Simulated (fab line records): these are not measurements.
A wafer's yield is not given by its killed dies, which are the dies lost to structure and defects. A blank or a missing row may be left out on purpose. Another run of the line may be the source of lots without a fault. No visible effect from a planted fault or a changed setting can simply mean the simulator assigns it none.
A struck lot beside a sound one    flow n5Finfet    16 steps out of a route of 1938
Sound: the wafers L422.1, L422.3, L422.4. Struck: wafers L438.4, L438.6. The cause is named last.
For every step that has rows: the tool of each side, followed by ch and its chambers, followed by its first start. Under that, the readings that differ: sound wafers    struck wafers    difference of the means    sigmas: that difference in standard deviations of wafers without a fault.
alike: same words and numbers on both sides, and readings whose means sit less than 2 such deviations apart. not compared: any withheld reading, any reading some wafer has no value for, any bound like >300 that may hide the same value, and any number with overlapping values for which the record gives no deviation.
The two part at a step that has a row with sigmas, a row that says differs or no value, or rows on one side only. When numbers do not overlap yet have no deviation, they are printed without sigmas and do not part them. Lack of a reading on every wafer of one side parts them only where that side has two or more wafers.

N5_MOL_CONTACT_COAG_INSPECT_42: inspects for defects (brightfield).
  struck on defectInspect-01, day 9 19:33; sound on defectInspect-02, day 6 01:01
  alike: rawDefectCount
then, 1 step without rows for these wafers: N5_MOL_CONTACT_COAG_DESCUM_45 (chemistry O2, time 7 s).
N5_MOL_CONTACT_COAG_ETCH_65: etches underlayer in N2/H2, target depth 13 nm, time 10.4 s.
  sound on rieDiel-01 ch 0,1,3, day 6 01:17; struck on rieDiel-06 ch 2, day 9 19:37
reading              sound           struck     difference  sigmas
oesProductAu (a.u.)  0.77 0.62 0.59  0.84 0.85  +0.18       +2
  alike: drypumpMotorCurrentA, etchRfOnTimeS, rfVppV, showerheadPlenumPTorr, throttleValvePct
  not compared: rfHoursCounterH
N5_MOL_CONTACT_COAG_ETCH_66: etches SiARC in CF4, target depth 13 nm, time 21.7 s.
  sound on rieDiel-01 ch 0,1,3, day 6 01:18; struck on rieDiel-06 ch 2, day 9 19:38
reading              sound           struck     difference  sigmas
oesProductAu (a.u.)  0.77 0.62 0.59  0.85 0.86  +0.19       +2
  alike: drypumpMotorCurrentA, etchRfOnTimeS, rfVppV, showerheadPlenumPTorr, throttleValvePct
  not compared: rfHoursCounterH
N5_MOL_CONTACT_COAG_ALD_133: deposits SiO2, target thk 5 nm, pulse time 1 s, co reactant pulse time 1 s.
  sound on aldSin-04 ch 0,2,3, day 6 01:23; struck on aldSin-02 ch 0,3, day 9 19:43
  alike: heaterPowerW, precursorPulseHeightRel, susceptorTempC
then, 1 step without rows for these wafers: N5_MOL_CONTACT_COAG_ETCHBACK_134 (etches SiO2 in CHF3, target depth 10 nm, time 6.7 s).
N5_MOL_CONTACT_COAG_ETCH_67: etches SOC in N2/H2, target depth 60 nm, overetch 21 nm, time 101.2 s.
  sound on rieDiel-06 ch 0,1,2, day 6 01:35; struck on rieDiel-01 ch 0,1, day 9 19:59
reading                   sound        struck   difference                     sigmas
drypumpMotorCurrentA (A)  5.2 6.1 5.5  6.7 6.4  +1.0                           +2
rfHoursCounterH (h)       116 15 227   - -      no value on the struck wafers  
  alike: oesProductAu, rfVppV, showerheadPlenumPTorr, throttleValvePct
then, 2 steps without rows for these wafers: N5_MOL_CONTACT_COAG_STRIP_68 (strips in N2/H2); N5_MOL_CONTACT_COAG_STRIP_69 (strips in N2/H2).
N5_MOL_CONTACT_COAG_ETCHBACK_136: etches SiO2 in CHF3, target depth 25 nm, time 16.7 s.
  sound on rieDiel-06 ch 0,1,2, day 6 01:41; struck on rieDiel-01 ch 0,1, day 9 20:04
reading                   sound        struck   difference                     sigmas
drypumpMotorCurrentA (A)  5.2 6.1 5.6  6.7 6.4  +0.9                           +2
rfHoursCounterH (h)       116 15 227   - -      no value on the struck wafers  
  alike: oesProductAu, rfVppV, showerheadPlenumPTorr, throttleValvePct
then, 2 steps without rows for these wafers: N5_MOL_CONTACT_COAG_STRIP_120 (strips in CHF3); N5_MOL_CONTACT_COAG_VIA_ETCH_117 (etches SiO2 in C4F6/O2, target depth 40 nm, overetch 8 nm, time 26 s).
N5_MOL_CONTACT_COAG_ETCH_124: etches SiNx in CH3F/O2, stops on SiOC, target depth 6.5 nm.
  sound on rieDiel-06 ch 0,1,2, day 6 01:45; struck on rieDiel-01 ch 0,1, day 9 20:08
reading                                           sound         struck           difference                     sigmas
drypumpMotorCurrentA (A)                          5.2 6.1 5.6   6.7 6.4          +0.9                           +2
overEtchFrac                                      0.3 0.3 0.3   0.53515 0.53515  +0.23515                       
rfHoursCounterH (h)                               116 15 227    - -              no value on the struck wafers  
model.SOC_of_MOL_CONTACT_COAG_COAT_62.thkNm (nm)  48.8 48 48.2  47.6 47.8        -0.6                           
  alike: oesProductAu, rfVppV, showerheadPlenumPTorr, throttleValvePct
then, 1 step without rows for these wafers: N5_MOL_CONTACT_COAG_ETCH_48 (etches SiOC in C4F6/O2, target depth 15 nm, overetch 4.5 nm, time 17 s).
-- the record jumps here: 3 days lie between the struck wafers' starts before and after (it left off in module MOL_CONTACT_COAG and takes up again in module BEOL_M4, whose first step shown is number 1111 of the route) --
N5_BEOL_M4_RC_MEAS_101:
  sound on prober-02 ch 0, day 8 11:24; struck on prober-02 ch 0, day 13 01:56
  alike: DIBL_N, DIBL_P, IOFF_N, IOFF_P, ION_N, ION_P, SS_N, SS_P, VT_N, VT_P
-- here the record skips 4 days between the struck wafers' starts before and after, leaving off in module BEOL_M4 and picking up in module PASSIVATION (first step shown: number 1936 of the route) --
N5_PASSIVATION_PROBE_49:
  the record has rows for the struck wafers here (prober-01, day 17 09:27) and none for the sound ones

## WHERE THEY PART
First at N5_MOL_CONTACT_COAG_ETCH_65; last, within this record, at N5_PASSIVATION_PROBE_49.

WHY: the cause the simulator had injected
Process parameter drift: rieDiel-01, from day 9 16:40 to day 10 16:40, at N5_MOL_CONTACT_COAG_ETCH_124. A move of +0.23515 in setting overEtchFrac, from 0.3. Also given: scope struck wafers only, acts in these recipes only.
